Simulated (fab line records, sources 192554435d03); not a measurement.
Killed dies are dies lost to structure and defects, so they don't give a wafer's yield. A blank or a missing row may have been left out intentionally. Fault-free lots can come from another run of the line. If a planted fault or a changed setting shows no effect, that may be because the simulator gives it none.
Matching of chambers :: flow n5_finfet :: rie_diel-01 running N5_FIN_SAQP_DESCUM_21: 4 sister chambers
The step chemistry O2, time 7.9 s. 4 wafers are shown with their chamber, then 7 later ones without.

== WAFERS, EACH WITH ITS CHAMBER ==
wafer: L085.4
chamber: 1
drypump_motor_current_A (A): 5.6

wafer: L085.6
chamber: 3
drypump_motor_current_A (A): 5.2

wafer: L087.2
chamber: 0
drypump_motor_current_A (A): 5.0

wafer: L087.5
chamber: 2
drypump_motor_current_A (A): 5.8

== WAFERS WITHOUT THEIR CHAMBER ==
wafer: L087.6
drypump_motor_current_A (A): 5.1

wafer: L090.3
drypump_motor_current_A (A): 5.1

wafer: L090.4
drypump_motor_current_A (A): 5.2

wafer: L090.6
drypump_motor_current_A (A): 5.1

wafer: L095.2
drypump_motor_current_A (A): 5.2

wafer: L095.3
drypump_motor_current_A (A): 5.8

wafer: L095.5
drypump_motor_current_A (A): 5.2

== EACH ONE'S CHAMBER ==
wafer: L087.6
from the rows above: can't be placed: 0 or 3
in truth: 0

wafer: L090.3
from the rows above: can't be placed: 0 or 3
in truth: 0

wafer: L090.4
from the rows above: 3
in truth: 3

wafer: L090.6
from the rows above: can't be placed: 0 or 3
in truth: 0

wafer: L095.2
from the rows above: 3
in truth: 3

wafer: L095.3
from the rows above: 2
in truth: 2

wafer: L095.5
from the rows above: 3
in truth: 3
Correctly placed: 4 of 7. These rows do not allow placing 3 (true chamber among the candidates in 3). 0 placed wrongly.
How it was worked out, from the rows above alone: a wafer's distance from a chamber is the root of the sum, over the readings, of the square of ((its reading less the chamber's mean) divided by the reading's scatter). If the next closest chamber is less than 2 further off than the closest, the wafer can't be placed; otherwise it belongs to the closest. Each chamber's mean is taken over the wafers shown for it. The scatter (one wafer shown for each chamber): square how far every hidden wafer sits from the nearest shown wafer, average those squares and take the square root.
